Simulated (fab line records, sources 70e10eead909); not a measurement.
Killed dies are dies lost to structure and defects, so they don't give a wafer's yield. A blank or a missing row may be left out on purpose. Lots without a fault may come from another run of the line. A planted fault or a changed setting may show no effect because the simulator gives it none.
A struck lot beside a sound one | flow nand_harc | 13 steps out of a route of 1302
Sound: wafers L378.3, L378.4, L378.6. Struck: wafers L386.1, L386.2, L386.3. The cause comes at the end.
At each step with rows: each side's tool, then ch and its chambers, then its first start. Under that, the readings that differ: sound wafers | struck wafers | difference of the means | sigmas: that difference in standard deviations of wafers without a fault.
alike: readings whose means differ by less than 2 such deviations, and words and numbers that are the same on both sides. not compared: withheld readings, readings that some wafer has no value for, bounds like >300 that may hide the same value, and numbers for which the record gives no deviation and whose values overlap.
The two part at a step that has a row with sigmas, a row that says differs or no value, or rows on one side only. Numbers that don't overlap but have no deviation are shown without sigmas and don't part them. A reading that every wafer of one side lacks parts them only if that side has two wafers or more.

NHARC_A_ZERO_WELL_DESCUM_12: chemistry O2, time 3 s.
  sound on rie_diel-10 ch 1,2,3, day 8 01:44; struck on rie_diel-08 ch 0,2,3, day 11 03:56
  alike: drypump_motor_current_A, oes_product_au, rf_vpp_V, showerhead_plenum_p_Torr, throttle_valve_pct
  not compared: rf_hours_counter_h
NHARC_A_ZERO_WELL_ETCH_19: etches the open film in N2/H2, target depth 80 nm, overetch 24 nm, time 87.88 s.
  sound on rie_diel-10 ch 0,1,2, day 8 01:49; struck on rie_diel-08 ch 0,2,3, day 11 04:03
  alike: drypump_motor_current_A, oes_product_au, rf_vpp_V, showerhead_plenum_p_Torr, throttle_valve_pct
  not compared: rf_hours_counter_h
NHARC_A_ZERO_WELL_ETCH_13: etches the open film in HBr/Cl2, target depth 120 nm, time 40.1 s.
  sound on rie_si-01 ch 0,2,3, day 8 01:55; struck on rie_si-03 ch 0,1,3, day 11 04:11
  alike: drypump_motor_current_A, hbr_flow_sccm, he_backside_leak_sccm, oes_product_au, throttle_valve_pct
  not compared: rf_hours_counter_h
then, 4 steps without rows for these wafers: NHARC_A_ZERO_WELL_STRIP_14 (strips in SPM, time 900 s); NHARC_A_ZERO_WELL_IMPLANT_15; NHARC_A_ZERO_WELL_PRECLEAN_22 (cleans in SC1, time 60 s); NHARC_A_ZERO_WELL_SRD_23.
NHARC_A_ZERO_WELL_RTA_16: time 10 s.
  sound on rtp_anneal-02 ch 0, day 8 02:53; struck on rtp_anneal-01 ch 0, day 11 05:05
  reading            | sound          | struck         | difference | sigmas
  lamp_power_pct (%) | 33.6 33.5 33.6 | 31.9 32.0 31.9 | -1.6       | -2
  alike: wafer_temp_C_max
NHARC_A_ZERO_WELL_INSPECT_17:
  sound on defect_inspect-02, day 8 03:01; struck on defect_inspect-01, day 11 05:17
  reading          | sound    | struck | difference | sigmas
  raw_defect_count | 22 23 31 | 5 5 5  | -20        | -4
then, 2 steps without rows for these wafers: NHARC_A_SOURCE_PLATE_PRECLEAN_00 (cleans in HF-LAST, time 60 s); NHARC_A_SOURCE_PLATE_SRD_01.
NHARC_A_SOURCE_PLATE_OXIDE_02: material SiO2, target thk 10 nm, ox time 1362 s.
  sound on furnace-03 ch 0, day 8 06:16; struck on furnace-03, day 11 08:31
  no value came back on the struck wafers for ox_temp_c (C), ox_time_s (s), tube_center_temp_C (C); on the sound wafers ox_temp_c (C) reads 900.3 900.0 900.3
then, 1 step without rows for these wafers: NHARC_A_SOURCE_PLATE_PVD_04 (deposits WSi2, target thk 50 nm).

WHERE THEY PART
First at NHARC_A_ZERO_WELL_RTA_16; last, within this record, at NHARC_A_SOURCE_PLATE_OXIDE_02.

WHY: what the simulator had put in
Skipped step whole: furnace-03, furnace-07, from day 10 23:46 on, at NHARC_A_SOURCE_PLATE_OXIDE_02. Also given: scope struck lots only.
